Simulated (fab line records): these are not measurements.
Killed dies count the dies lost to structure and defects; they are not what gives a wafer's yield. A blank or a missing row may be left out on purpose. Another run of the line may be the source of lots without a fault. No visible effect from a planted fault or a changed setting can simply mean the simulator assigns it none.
fab line records	flow nand-harc	part 1 of 2: steps 1 to 28 of 36
[record] lots = 5	wafers = 15	last-day = 23
route steps=1159 shown A_CHANNEL_FILL_D1@511 A_STAIRCASE@519
lots that met no fault: from a run of the same line without faults
start-h: start of the lot's first displayed wafer, in hours after the record's first day	wait-h: hours from the lot's prior step to this one	" as in the row above	L1.1+2: several wafers, shown together as one row	- either no value or no given start	* or withheld: withheld	< > ~ a bound
route shown NAME@n: NAME is a module with steps in the file, n the number in the route of the first one	usual: average and standard deviation across the fault-free wafers	same: alike in all rows	chamber/n: place in a boat	sites: the reading at each site	_std_site: standard deviation across them	_edge_site: mean of outer sites minus mean of inner sites	radius-mm: for every site, how far away it sits from the centre of the wafer	mask NAME#n: copy n	behind: the tool/chamber that last shaped the wafer	hold: why the lot was held/for how many hours/how that ended	device: which transistor (n, p or np) failed to switch	end of line: tests run on the same wafers once the route is complete	for a step that has no rows: nothing shown but its recipe	killed: dies lost to structure and defects at the first sort, not the wafer's yield	map: per-die view of a wafer (x killed, . not killed, _ where there is no die)
set.NAME: the setting that was run; set.NAME@STEP: the one run at that earlier step	model.NAME: the simulator's own value behind a step, which no gauge read
lots at selected steps of the route; one table per step, one row per wafer
services: from which hour (start-h, from the record's first day; less than 0 if before it) a tool's chamber was out of use, for how many hours, and why
[[steps]]
[step NHARC_A_CHANNEL_FILL_D1_SRD_31]
lot.wafer	tool	chamber	start-h	wait-h
L077.1+6+3	wet-bench-01	4,5,7	242.77	0.0
L078.6+3+1	wet-bench-04	5,7,1	252.38	0.0
L085.4+5+2	wet-bench-09	2,4,6	301.66	0.0
L090.6+1+3	wet-bench-01	2,3,4	321.96	0.0
L095.5+1+3	wet-bench-01	3,4,6	340.97	0.0
[step NHARC_A_CHANNEL_FILL_D1_CVD_09]
[recipe] target-thk-a = 1500	temp-c = 620	pressure-mtorr = 200	time-s = 3000	material = poly-Si
[usual] spike-tc-bottom-C = 639/3.7	zone-power-top-pct = 20.5/1.6
lot.wafer	tool	chamber	start-h	wait-h	spike-tc-bottom-C	zone-power-top-pct
L077.1	lpcvd-poly-02	0	245.03	2.3	641	20.8
L077.3	"	0	"	"	640	20.7
L077.6	"	0	"	"	639	20.8
L078.1	lpcvd-poly-01	0	254.81	2.4	644	17.5
L078.3	"	0	"	"	646	17.6
L078.6	"	0	"	"	644	17.5
L085.2	lpcvd-poly-03	0	304.08	2.4	636	21.6
L085.4	"	0	"	"	637	21.6
L085.5	"	0	"	"	635	21.5
L090.1	lpcvd-poly-02	0	324.21	2.2	640	21.2
L090.3	"	0	"	"	640	20.6
L090.6	"	0	"	"	640	20.6
L095.1	lpcvd-poly-03	0	343.39	2.4	637	21.9
L095.3	"	0	"	"	635	21.5
L095.5	"	0	"	"	635	21.6
[step NHARC_A_CHANNEL_FILL_D1_CMP_10]
[recipe] target-thk-nm = 150
[usual] motor-current-A = 12.2/0.94	time-to-endpoint-s = 14.9/2.7
lot.wafer	tool	chamber	start-h	wait-h	motor-current-A	time-to-endpoint-s
L077.1	cmp-03	0	248.26	0.4	12.9	13.7
L077.3	"	1	"	"	12.4	14.4
L077.6	"	0	"	"	12.4	16.3
L078.3	cmp-04	1	257.99	0.4	11.9	17.4
L078.1	"	0	"	"	11.1	16.3
L078.6	"	2	"	"	13.7	14.4
L085.2	cmp-01	2	307.28	0.4	11.2	10.8
L085.4	"	3	"	"	13.4	9.6
L085.5	"	3	"	"	13.4	10.9
L090.3	cmp-04	1	327.45	0.4	12.7	20.2
L090.1	"	3	"	"	12.2	15.4
L090.6	"	1	"	"	12.0	19.7
L095.1	cmp-01	2	346.55	0.4	11.9	12.7
L095.3	"	1	"	"	11.2	17.4
L095.5	"	2	"	"	11.1	13.7
[step NHARC_A_CHANNEL_FILL_D1_SRD_12]
lot.wafer	tool	chamber	start-h	wait-h
L077.6+1+3	wet-bench-09	4,5,7	248.54	0.0
L078.6+1+3	wet-bench-09	0,2,5	258.28	0.0
L085.2+4+5	wet-bench-04	0,2,5	307.59	0.0
L090.6+3+1	wet-bench-01	0,4,5	327.72	0.0
L095.5+3+1	wet-bench-09	7,1,3	346.85	0.0
[step NHARC_A_CHANNEL_FILL_D1_RTA_24]
[recipe] temp-c = 1000	time-s = 5
[usual] lamp-power-pct = 27.6/1.1	wafer_temp_C_max = 1006.9/2.4
lot.wafer	tool	chamber	start-h	wait-h	lamp-power-pct	wafer_temp_C_max
L077.1	rtp-anneal-02	0	248.65	0.0	28.7	1004.8
L077.3	"	0	"	"	28.8	1004.0
L077.6	"	0	"	"	28.8	1005.1
L078.1	rtp-anneal-01	0	258.40	0.0	26.6	1008.3
L078.3	"	0	"	"	26.6	1008.7
L078.6	"	0	"	"	26.7	1010.6
L085.2	rtp-anneal-01	0	308.29	0.6	26.7	1007.7
L085.4	"	0	"	"	26.6	1010.3
L085.5	"	0	"	"	26.7	1010.0
L090.1	rtp-anneal-01	0	327.85	0.0	26.6	1008.5
L090.3	"	0	"	"	26.6	1008.3
L090.6	"	0	"	"	26.7	1008.5
L095.1	rtp-anneal-01	0	347.22	0.3	26.7	1008.1
L095.3	"	0	"	"	26.6	1010.0
L095.5	"	0	"	"	26.7	1010.4
[step NHARC_A_CHANNEL_FILL_D1_INSPECT_13]
[usual] raw-defect-count = 290/100
lot.wafer	tool	chamber	start-h	wait-h	raw-defect-count
L077.1	defect-inspect-02	-	248.85	0.2	225
L077.3	"	-	"	"	133
L077.6	"	-	"	"	259
L078.1	defect-inspect-01	-	258.60	0.2	296
L078.3	"	-	"	"	359
L078.6	"	-	"	"	274
L085.2	defect-inspect-01	-	308.46	0.1	284
L085.4	"	-	"	"	293
L085.5	"	-	"	"	261
L090.1	defect-inspect-02	-	328.04	0.2	401
L090.3	"	-	"	"	204
L090.6	"	-	"	"	407
L095.1	defect-inspect-02	-	347.42	0.2	257
L095.3	"	-	"	"	196
L095.5	"	-	"	"	248
[step NHARC_A_STAIRCASE_DEP_156]
[recipe] target-thk-a = 500	temp-c = 400	target-thk-nm = 50	flow-sccm = 200	rf-w = 450	material = SiNx
[usual] heater-power-w = 732/120	susceptor-temp-C = 399.99/0.21
lot.wafer	tool	chamber	start-h	wait-h	heater-power-w	susceptor-temp-C
L077.3	pecvd-02	2	248.92	0.1	484	399.83
L077.1	"	1	"	"	901	399.73
L077.6	"	0	"	"	808	400.10
L078.3	pecvd-02	0	258.70	0.1	777	400.10
L078.1	"	1	"	"	903	399.78
L078.6	"	2	"	"	575	400.16
L085.2	pecvd-02	2	308.58	0.1	517	399.70
L085.4	"	0	"	"	785	399.96
L085.5	"	1	"	"	912	399.95
L090.3	pecvd-01	0	328.11	0.1	673	399.99
L090.1	"	2	"	"	843	399.82
L090.6	"	1	"	"	825	400.23
L095.3	pecvd-01	1	347.49	0.1	820	400.11
L095.1	"	0	"	"	695	399.88
L095.5	"	2	"	"	785	400.12
[step NHARC_A_STAIRCASE_DEHYDRATE_158]
[recipe] temp-c = 150	time-s = 120
[usual] plate-temp-C = 150.02/0.16
lot.wafer	tool	chamber	start-h	wait-h	plate-temp-C
L077.1	litho-track-03	0	249.19	0.2	149.97
L077.3	"	0	"	"	149.97
L077.6	"	0	"	"	150.21
L078.1	litho-track-03	0	258.94	0.2	149.97
L078.3	"	0	"	"	149.96
L078.6	"	0	"	"	149.74
L085.2	litho-track-05	0	308.80	0.2	150.04
L085.4	"	0	"	"	149.86
L085.5	"	0	"	"	150.15
L090.1	litho-track-05	0	328.38	0.2	149.97
L090.3	"	0	"	"	150.10
L090.6	"	0	"	"	150.04
L095.1	litho-track-05	0	347.76	0.2	150.11
L095.3	"	0	"	"	150.07
L095.5	"	0	"	"	149.94
[step NHARC_A_STAIRCASE_HMDS_159]
[recipe] time-s = 30
lot.wafer	tool	chamber	start-h	wait-h
L077.1+3+6	litho-track-03	0	-	-
L078.1+3+6	litho-track-03	0	-	-
L085.2+4+5	litho-track-05	0	-	-
L090.1+3+6	litho-track-05	0	-	-
L095.1+3+5	litho-track-05	0	-	-
[step NHARC_A_STAIRCASE_COAT_160]
[recipe] spin-rpm = 1200
lot.wafer	tool	chamber	start-h	wait-h
L077.1+3+6	litho-track-03	0	-	-
L078.1+3+6	litho-track-03	0	-	-
L085.2+4+5	litho-track-05	0	-	-
L090.1+3+6	litho-track-05	0	-	-
L095.1+3+5	litho-track-05	0	-	-
[step NHARC_A_STAIRCASE_SOFTBAKE_161]
[recipe] temp-c = 135	time-s = 170
[usual] plate-temp-C = 135.01/0.13
lot.wafer	tool	chamber	start-h	wait-h	plate-temp-C
L077.1	litho-track-03	0	-	-	135.01
L077.3	"	0	"	"	135.27
L077.6	"	0	"	"	134.91
L078.1	litho-track-03	0	-	-	135.16
L078.3	"	0	"	"	135.04
L078.6	"	0	"	"	135.00
L085.2	litho-track-05	0	-	-	134.80
L085.4	"	0	"	"	134.96
L085.5	"	0	"	"	134.88
L090.1	litho-track-05	0	-	-	135.04
L090.3	"	0	"	"	134.89
L090.6	"	0	"	"	135.05
L095.1	litho-track-05	0	-	-	134.84
L095.3	"	0	"	"	134.86
L095.5	"	0	"	"	134.95
[step NHARC_A_STAIRCASE_EBR_162]
lot.wafer	tool	chamber	start-h	wait-h
L077.1+3+6	litho-track-03	0	-	-
L078.1+3+6	litho-track-03	0	-	-
L085.2+4+5	litho-track-05	0	-	-
L090.1+3+6	litho-track-05	0	-	-
L095.1+3+5	litho-track-05	0	-	-
[step NHARC_A_STAIRCASE_EXPOSE_163]
[recipe] na = 0.5	dose-mj = 20.01	mask-id = STAIR_OPEN
[usual] reticle-temp-C = 22.98/0.1
lot.wafer	tool	chamber	start-h	wait-h	mask	reticle-temp-C
L077.1	krf-scanner-01	0	249.52	-	STAIR_OPEN#0	22.78
L077.3	"	0	"	"	STAIR_OPEN#0	22.91
L077.6	"	0	"	"	STAIR_OPEN#0	22.98
L078.1	krf-scanner-02	0	259.28	-	STAIR_OPEN#0	22.80
L078.3	"	0	"	"	STAIR_OPEN#0	22.82
L078.6	"	0	"	"	STAIR_OPEN#0	22.93
L085.2	krf-scanner-02	0	309.14	-	STAIR_OPEN#0	22.87
L085.4	"	0	"	"	STAIR_OPEN#0	22.99
L085.5	"	0	"	"	STAIR_OPEN#0	23.11
L090.1	krf-scanner-04	0	328.71	-	STAIR_OPEN#0	23.04
L090.3	"	0	"	"	STAIR_OPEN#0	23.00
L090.6	"	0	"	"	STAIR_OPEN#0	23.06
L095.1	krf-scanner-01	0	348.09	-	STAIR_OPEN#0	23.18
L095.3	"	0	"	"	STAIR_OPEN#0	23.07
L095.5	"	0	"	"	STAIR_OPEN#0	23.10
[step NHARC_A_STAIRCASE_PEB_164]
[recipe] peb-temp-c = 115	peb-time-s = 130
[usual] plate-temp-C = 114.99/0.14
lot.wafer	tool	chamber	start-h	wait-h	plate-temp-C
L077.1	litho-track-05	0	249.59	0.1	114.96
L077.3	"	0	"	"	115.03
L077.6	"	0	"	"	114.82
L078.1	litho-track-07	0	259.34	0.1	114.82
L078.3	"	0	"	"	114.93
L078.6	"	0	"	"	114.89
L085.2	litho-track-05	0	309.21	0.1	115.11
L085.4	"	0	"	"	115.13
L085.5	"	0	"	"	115.06
L090.1	litho-track-03	0	328.78	0.1	115.20
L090.3	"	0	"	"	114.91
L090.6	"	0	"	"	115.27
L095.1	litho-track-07	0	348.16	0.1	115.17
L095.3	"	0	"	"	115.00
L095.5	"	0	"	"	115.21
[step NHARC_A_STAIRCASE_DEVELOP_165]
[recipe] time-s = 140
lot.wafer	tool	chamber	start-h	wait-h
L077.1+3+6	litho-track-05	0	-	-
L078.1+3+6	litho-track-07	0	-	-
L085.2+4+5	litho-track-05	0	-	-
L090.1+3+6	litho-track-03	0	-	-
L095.1+3+5	litho-track-07	0	-	-
[step NHARC_A_STAIRCASE_HARDBAKE_167]
[recipe] temp-c = 120	time-s = 140
lot.wafer	tool	chamber	start-h	wait-h
L077.1+3+6	litho-track-03	0	249.81	-
L078.1+3+6	litho-track-03	0	259.56	-
L085.2+4+5	litho-track-07	0	309.43	-
L090.1+3+6	litho-track-03	0	329.00	-
L095.1+3+5	litho-track-07	0	348.38	-
[step NHARC_A_STAIRCASE_DESCUM_168]
[recipe] time-s = 3	o2-flow-sccm = 200	ar-flow-sccm = 0	bias-power-w = 0	chemistry = O2
[usual] drypump-motor-current-A = 5.7/0.34	oes-product-au = 0.997/0.0099	rf-vpp-V = 57.7/0.84	showerhead-plenum-p-Torr = 1.92/0.076	throttle-valve-pct = 11.311/0.0093
lot.wafer	tool	chamber	start-h	wait-h	drypump-motor-current-A	oes-product-au	rf-hours-counter-h	rf-vpp-V	showerhead-plenum-p-Torr	throttle-valve-pct
L077.3	rie-diel-13	0	249.91	-	5.5	0.979	49	56.3	1.83	11.313
L077.1	"	1	"	"	5.2	1.004	48	57.3	1.88	11.307
L077.6	"	3	"	"	5.7	1.011	-	56.5	1.87	11.306
L078.1	rie-diel-13	1	259.65	-	5.2	0.999	51	56.4	1.88	11.314
L078.3	"	2	"	"	5.6	1.001	55	57.9	1.99	11.303
L078.6	"	1	"	"	5.2	1.010	-	56.5	1.88	11.294
L085.2	rie-diel-04	2	309.60	-	5.4	0.990	4	57.1	1.82	11.300
L085.4	"	0	"	"	6.1	0.983	5	59.1	1.93	11.291
L085.5	"	1	"	"	5.5	0.997	-	59.3	2.01	11.312
L090.1	rie-diel-13	1	329.10	-	5.2	0.999	19	57.3	1.87	11.307
L090.3	"	3	"	"	5.6	0.987	18	56.6	1.86	11.320
L090.6	"	0	"	"	5.5	1.000	-	58.4	1.82	11.318
L095.3	rie-diel-13	2	348.61	-	5.6	1.003	27	58.4	1.98	11.299
L095.1	"	0	"	"	5.4	1.000	27	56.2	1.82	11.316
L095.5	"	2	"	"	5.6	1.003	-	57.7	1.98	11.300
[step NHARC_A_STAIRCASE_ETCH_169]
[recipe] target-depth-a = 500	time-s = 107.1	ion-energy-ev = 120	ch3f-flow-sccm = 50	o2-flow-sccm = 30	ar-flow-sccm = 200	rf-w = 500	bias-w = 100	chemistry = CH3F/O2
[usual] drypump-motor-current-A = 5.7/0.33	oes-product-au = 0.949/0.021	rf-vpp-V = 244.3/1.6	showerhead-plenum-p-Torr = 2.46/0.093	throttle-valve-pct = 20.664/0.01
lot.wafer	tool	chamber	start-h	wait-h	drypump-motor-current-A	oes-product-au	rf-hours-counter-h	rf-vpp-V	showerhead-plenum-p-Torr	throttle-valve-pct
L077.3	rie-diel-13	0	250.14	0.2	5.5	0.922	49	242.2	2.35	20.677
L077.1	"	2	"	"	5.6	0.923	51	245.6	2.55	20.644
L077.6	"	3	"	"	5.6	0.936	-	243.1	2.41	20.678
L078.3	rie-diel-13	0	259.76	0.1	5.4	0.915	53	241.3	2.35	20.661
L078.1	"	1	"	"	5.2	0.928	51	242.1	2.41	20.674
L078.6	"	3	"	"	5.6	0.939	-	244.6	2.41	20.661
L085.4	rie-diel-04	2	309.77	0.1	5.4	0.930	4	243.1	2.34	20.668
L085.2	"	3	"	"	6.1	0.939	4	246.5	2.55	20.679
L085.5	"	0	"	"	6.1	0.927	-	245.1	2.48	20.657
L090.1	rie-diel-13	0	330.55	1.4	5.5	0.945	19	242.0	2.34	20.665
L090.3	"	1	"	"	5.2	0.964	20	243.4	2.40	20.665
L090.6	"	0	"	"	5.5	0.956	-	241.9	2.34	20.681
L095.1	rie-diel-13	0	348.73	0.1	5.5	0.957	27	242.6	2.34	20.674
L095.3	"	3	"	"	5.6	0.936	27	244.0	2.39	20.640
L095.5	"	0	"	"	5.4	0.958	-	242.9	2.34	20.643
[step NHARC_A_STAIRCASE_ETCH_170]
[recipe] target-depth-a = 2000	time-s = 66.667	ion-energy-ev = 250	c4f6-flow-sccm = 25	o2-flow-sccm = 20	ar-flow-sccm = 500	rf-w = 600	bias-w = 500	chemistry = C4F6/O2
[usual] drypump-motor-current-A = 5.7/0.34	oes-product-au = 0.966/0.015	rf-vpp-V = 547.1/2.9	showerhead-plenum-p-Torr = 3.94/0.14	throttle-valve-pct = 26.904/0.01
lot.wafer	tool	chamber	start-h	wait-h	drypump-motor-current-A	oes-product-au	rf-hours-counter-h	rf-vpp-V	showerhead-plenum-p-Torr	throttle-valve-pct
L077.3	rie-diel-13	2	-	-	5.6	0.957	51	549.0	4.07	26.904
L077.1	"	3	"	"	5.6	0.960	51	546.4	3.85	26.894
L077.6	"	2	"	"	5.6	0.945	-	548.8	4.07	26.900
L078.1	rie-diel-13	1	-	-	5.2	0.934	52	547.0	3.85	26.913
L078.3	"	3	"	"	5.6	0.954	56	545.7	3.84	26.907
L078.6	"	0	"	"	5.4	0.917	-	543.0	3.76	26.892
L085.4	rie-diel-04	0	-	-	6.1	0.971	5	547.6	3.95	26.891
L085.2	"	2	"	"	5.4	0.966	4	542.3	3.75	26.908
L085.5	"	3	"	"	6.1	0.978	-	549.5	4.06	26.888
L090.1	rie-diel-13	2	-	-	5.6	0.955	20	550.0	4.05	26.893
L090.3	"	3	"	"	5.6	0.955	20	544.5	3.83	26.892
L090.6	"	2	"	"	5.6	0.969	-	548.7	4.05	26.912
L095.3	rie-diel-13	3	-	-	5.6	0.974	28	545.0	3.82	26.918
L095.1	"	0	"	"	5.5	0.985	27	543.1	3.74	26.885
L095.5	"	1	"	"	5.2	0.985	-	544.3	3.83	26.899
[step NHARC_A_STAIRCASE_STRIP_171]
[recipe] power-w = 1500	temp-c = 250	chemistry = O2
[usual] drypump-motor-current-A = 5.41/0.1	heater-power-w = 318/15
lot.wafer	tool	chamber	start-h	wait-h	drypump-motor-current-A	heater-power-w	rf-hours-counter-h
L077.1	plasma-asher-01	0	250.52	-	5.57	339	50
L077.3	"	0	"	"	5.57	336	-
L077.6	"	1	"	"	5.41	335	-
L078.1	plasma-asher-02	1	260.02	-	5.39	303	24
L078.3	"	0	"	"	5.28	311	-
L078.6	"	0	"	"	5.27	308	-
L085.2	plasma-asher-01	1	310.27	-	5.46	342	10
L085.4	"	1	"	"	5.44	331	-
L085.5	"	1	"	"	5.44	331	-
L090.1	plasma-asher-02	0	330.78	-	5.28	318	47
L090.3	"	0	"	"	5.28	309	-
L090.6	"	0	"	"	5.27	315	-
L095.1	plasma-asher-02	1	349.48	-	5.38	300	56
L095.3	"	1	"	"	5.40	302	-
L095.5	"	0	"	"	5.29	314	-
[step NHARC_A_STAIRCASE_STRIP_172]
[recipe] time-s = 900	temp-c = 130	chemistry = SPM
lot.wafer	tool	chamber	start-h	wait-h
L077.6+3+1	wet-bench-05	0,1,2	250.88	0.1
L078.3+1+6	wet-bench-06	5,7,0	260.33	0.2
L085.2+5+4	wet-bench-02	2,5,7	310.62	0.3
L090.1+3+6	wet-bench-02	6,0,1	331.14	0.3
L095.1+3+5	wet-bench-02	7,1,2	349.82	0.3
[step NHARC_A_STAIRCASE_PRECLEAN_173]
[recipe] time-s = *	temp-c = 50	bath-age-min = 0	chemistry = SC1
[usual] h2o2-flow-mL-min = 56.60/0.17
lot.wafer	tool	chamber	start-h	wait-h	h2o2-flow-mL-min
L077.6	wet-bench-05	0	-	-	56.75
L077.3	"	1	"	"	56.77
L077.1	"	2	"	"	56.52
L078.3	wet-bench-06	5	-	-	56.56
L078.1	"	7	"	"	56.56
L078.6	"	0	"	"	56.58
L085.2	wet-bench-02	2	-	-	56.48
L085.5	"	5	"	"	56.44
L085.4	"	7	"	"	56.41
L090.1	wet-bench-02	6	-	-	56.74
L090.3	"	0	"	"	56.84
L090.6	"	1	"	"	56.63
L095.1	wet-bench-02	7	-	-	56.74
L095.3	"	1	"	"	56.57
L095.5	"	2	"	"	56.45
[step NHARC_A_STAIRCASE_SRD_174]
lot.wafer	tool	chamber	start-h	wait-h
L077.6+3+1	wet-bench-05	0,1,2	-	-
L078.3+1+6	wet-bench-06	5,7,0	-	-
L085.2+5+4	wet-bench-02	2,5,7	-	-
L090.1+3+6	wet-bench-02	6,0,1	-	-
L095.1+3+5	wet-bench-02	7,1,2	-	-
[step NHARC_A_STAIRCASE_DEHYDRATE_01]
[recipe] temp-c = 150	time-s = 120
[usual] plate-temp-C = 149.96/0.14
lot.wafer	tool	chamber	start-h	wait-h	plate-temp-C
L077.1	litho-track-07	0	251.33	-	150.06
L077.3	"	0	"	"	150.05
L077.6	"	0	"	"	149.87
L078.1	litho-track-03	0	260.79	-	149.93
L078.3	"	0	"	"	149.89
L078.6	"	0	"	"	150.19
L085.2	litho-track-07	0	311.08	-	149.82
L085.4	"	0	"	"	149.80
L085.5	"	0	"	"	149.98
L090.1	litho-track-05	0	331.67	-	150.22
L090.3	"	0	"	"	150.04
L090.6	"	0	"	"	149.85
L095.1	litho-track-07	0	350.33	-	150.04
L095.3	"	0	"	"	150.07
L095.5	"	0	"	"	150.00
[step NHARC_A_STAIRCASE_HMDS_02]
[recipe] time-s = 30
lot.wafer	tool	chamber	start-h	wait-h
L077.1+3+6	litho-track-07	0	-	-
L078.1+3+6	litho-track-03	0	-	-
L085.2+4+5	litho-track-07	0	-	-
L090.1+3+6	litho-track-05	0	-	-
L095.1+3+5	litho-track-07	0	-	-
[step NHARC_A_STAIRCASE_COAT_03]
[recipe] spin-rpm = 1200
lot.wafer	tool	chamber	start-h	wait-h
L077.1+3+6	litho-track-07	0	-	-
L078.1+3+6	litho-track-03	0	-	-
L085.2+4+5	litho-track-07	0	-	-
L090.1+3+6	litho-track-05	0	-	-
L095.1+3+5	litho-track-07	0	-	-
[step NHARC_A_STAIRCASE_SOFTBAKE_04]
[recipe] temp-c = 135	time-s = 170
[usual] plate-temp-C = 135.02/0.14
lot.wafer	tool	chamber	start-h	wait-h	plate-temp-C
L077.1	litho-track-07	0	-	-	134.97
L077.3	"	0	"	"	135.04
L077.6	"	0	"	"	135.07
L078.1	litho-track-03	0	-	-	134.89
L078.3	"	0	"	"	134.94
L078.6	"	0	"	"	134.96
L085.2	litho-track-07	0	-	-	135.13
L085.4	"	0	"	"	135.20
L085.5	"	0	"	"	134.99
L090.1	litho-track-05	0	-	-	135.00
L090.3	"	0	"	"	135.18
L090.6	"	0	"	"	134.99
L095.1	litho-track-07	0	-	-	135.16
L095.3	"	0	"	"	135.10
L095.5	"	0	"	"	135.24
[step NHARC_A_STAIRCASE_EBR_05]
lot.wafer	tool	chamber	start-h	wait-h
L077.1+3+6	litho-track-07	0	-	-
L078.1+3+6	litho-track-03	0	-	-
L085.2+4+5	litho-track-07	0	-	-
L090.1+3+6	litho-track-05	0	-	-
L095.1+3+5	litho-track-07	0	-	-
